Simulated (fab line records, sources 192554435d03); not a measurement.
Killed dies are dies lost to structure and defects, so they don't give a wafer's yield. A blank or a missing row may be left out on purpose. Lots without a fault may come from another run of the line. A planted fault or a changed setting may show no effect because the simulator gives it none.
A struck lot beside a sound one | flow n5_finfet | 42 steps out of a route of 1938
Sound: wafers L654.1, L654.2, L654.4. Struck: wafer L645.1. (L645.2, L645.5 of the same lot were not struck and are left out.) The cause comes at the end.
At each step with rows: each side's tool, then ch and its chambers, then its first start. Under that, the readings that differ: sound wafers | struck wafers | difference of the means | sigmas: that difference in standard deviations of wafers without a fault.
alike: readings whose means differ by less than 2 such deviations, and words and numbers that are the same on both sides. not compared: withheld readings, readings that some wafer has no value for, bounds like >300 that may hide the same value, and numbers for which the record gives no deviation and whose values overlap.
The two part at a step that has a row with sigmas, a row that says differs or no value, or rows on one side only. Numbers that don't overlap but have no deviation are shown without sigmas and don't part them. A reading that every wafer of one side lacks parts them only if that side has two wafers or more.

first, 11 steps without rows for these wafers: N5_BEOL_M1_DESCUM_33 (chemistry O2, time 7 s); N5_BEOL_M1_ETCH_77 (etches underlayer in N2/H2, target depth 6.5 nm, time 5.2 s); N5_BEOL_M1_ETCH_69 (etches SiARC in CF4, target depth 15.6 nm, time 26 s); N5_BEOL_M1_ALD_98 (deposits SiO2, target thk 2.5 nm, pulse time 1 s, co reactant pulse time 1 s); N5_BEOL_M1_ETCHBACK_99 (etches SiO2 in CHF3, target depth 5 nm, time 10.4 s); N5_BEOL_M1_ETCH_70 (etches SOC in N2/H2, target depth 80 nm, overetch 16 nm, time 120 s); N5_BEOL_M1_STRIP_71 (strips in N2/H2); N5_BEOL_M1_STRIP_78 (strips in N2/H2); N5_BEOL_M1_VIA_ETCH_34 (etches the open film in C4F6/O2, target depth 67.8 nm, time 64.4 s); N5_BEOL_M1_STRIP_83 (strips in C4F6/O2); N5_BEOL_M1_STRIP_36 (strips in N2/H2).
N5_BEOL_M1_TRENCH_ETCH_37: etches SiOC in C4F6/O2, target depth 55.207 nm, time 29 s.
  sound on rie_diel-01 ch 0,2,3, day 11 04:37; struck on rie_diel-01 ch 0, day 8 20:25
  reading                                    | sound            | struck | difference | sigmas
  oes_product_au (a.u.)                      | 0.88 0.87 0.82   | 1.12   | +0.26      | +4
  rf_hours_counter_h (h)                     | 45 39 70         | 26     | -25        |
  model.BEOL_M1.feature_depth_nm (nm)        | 57.8 55.2 54.8   | 78.6   | +22.7      |
  model.etch.depth_nm (nm)                   | 57.89 55.2 54.71 | 78.54  | +22.61     |
  model.TiN_of_BEOL_M1_HM_DEP_02.thk_nm (nm) | 17.6 17.4 17.6   | 17     | -1         |
  alike: C4F6_flow_sccm, drypump_motor_current_A, mfc_ar_sccm, oes_ar_750_au, rf_vpp_V, showerhead_plenum_p_Torr, throttle_valve_pct
then, 2 steps without rows for these wafers: N5_BEOL_M1_ETCH_41 (etches SiCN in CH3F/O2, target depth 31.9 nm, time 57.8 s); N5_BEOL_M1_STRIP_97 (strips in N2/H2, time 10 s).
N5_BEOL_M1_OCD_MEAS_38:
  sound on ocd-02, day 11 04:46; struck on ocd-02, day 8 20:34
  reading              | sound          | struck | difference | sigmas
  trench_depth_nm (nm) | 57.6 55.2 54.4 | 78.6   | +22.9      | +15
then, 25 steps without rows for these wafers: N5_BEOL_M1_HM_STRIP_39 (strips TiN in peroxide tin strip, target depth 25 nm, time 158 s); N5_BEOL_M1_SRD_40 (time 30 s); N5_BEOL_M1_PRECLEAN_42 (cleans in residue remover, time 60 s); N5_BEOL_M1_SRD_43 (time 30 s); N5_BEOL_M1_DEGAS_44 (time 60 s); N5_BEOL_M1_PRE_CLEAN_45 (time 30 s); N5_BEOL_M1_ALD_84 (deposits TaN, pulse time 2 s, purge time 3 s, co reactant purge time 2 s); N5_BEOL_M1_SURFACE_TREAT_85; N5_BEOL_M1_CVD_47 (deposits Co from CCTBA/H2, target thk 3 nm, time 223.8 s); N5_BEOL_M1_SPUTTER_48 (material Cu, target thk 4.5 nm, time 8.29 s); N5_BEOL_M1_ANNEAL_49 (time 240 s); N5_BEOL_M1_SPUTTER_79 (material Cu, target thk 4.5 nm, time 8.29 s); N5_BEOL_M1_ANNEAL_80 (time 240 s); N5_BEOL_M1_SPUTTER_81 (material Cu, target thk 4.5 nm, time 8.29 s); N5_BEOL_M1_ANNEAL_82 (time 240 s); N5_BEOL_M1_SPUTTER_86 (material Cu, target thk 4.5 nm, time 8.29 s); N5_BEOL_M1_ANNEAL_87 (time 240 s); N5_BEOL_M1_SPUTTER_88 (material Cu, target thk 4.5 nm, time 8.29 s); N5_BEOL_M1_ANNEAL_89 (time 240 s); N5_BEOL_M1_SPUTTER_90 (material Cu, target thk 4.5 nm, time 8.29 s); N5_BEOL_M1_ANNEAL_91 (time 240 s); N5_BEOL_M1_SPUTTER_92 (material Cu, target thk 4.5 nm, time 8.29 s); N5_BEOL_M1_ANNEAL_93 (time 240 s); N5_BEOL_M1_SPUTTER_94 (material Cu, target thk 4.5 nm, time 8.29 s); N5_BEOL_M1_ANNEAL_95 (time 240 s).
N5_BEOL_M4_RC_MEAS_101:
  sound on prober-01 ch 0, day 12 23:34; struck on prober-01 ch 0, day 10 17:03
  alike: DIBL_N, DIBL_P, IOFF_N, IOFF_P, ION_N, ION_P, SS_N, SS_P, VT_N, VT_P
-- the record jumps here: 4 days lie between the struck wafers' starts before and after (it left off in module BEOL_M4 and takes up again in module PASSIVATION, whose first step shown is number 1936 of the route) --
N5_PASSIVATION_PROBE_49:
  sound on prober-02, day 17 10:02; struck on prober-02, day 15 04:11
  reading                  | sound          | struck | difference | sigmas
  defect_limited_yield (%) | 89.4 91.9 90.2 | 62.2   | -28.3      | -20
  killed_at_M0_to_M3       | 30 24 46       | 407    | +374       | +34
  killed_at_M4_up          | 20 20 17       | 2      | -17        | -4
  killed_at_front_end      | 66 41 43       | 21     | -29        | -2
  killed_dies              | 125 96 116     | 446    | +334       | +20
  killed_on_rim            | 13 10 23       | 92     | +77        | +20
  killed_open              | 90 66 76       | 46     | -31        | -3
  sort_bin_5_function (%)  | 6.4 5.5 5.7    | 3.9    | -2.0       | -2
  sort_n_pass              | 1055 1084 1064 | 734    | -334       | -20
  sort_yield_pct (%)       | 89.4 91.9 90.2 | 62.2   | -28.3      | -19
  alike: killed_at_contacts, killed_at_other, killed_short, sort_bin_6_memory, sort_bin_8_speed

WHERE THEY PART
First at N5_BEOL_M1_TRENCH_ETCH_37; last, within this record, at N5_PASSIVATION_PROBE_49.

WHY: what the simulator had put in
Process parameter drift: rie_diel-01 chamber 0, from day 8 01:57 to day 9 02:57, at N5_BEOL_M1_TRENCH_ETCH_37. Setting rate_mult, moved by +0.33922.
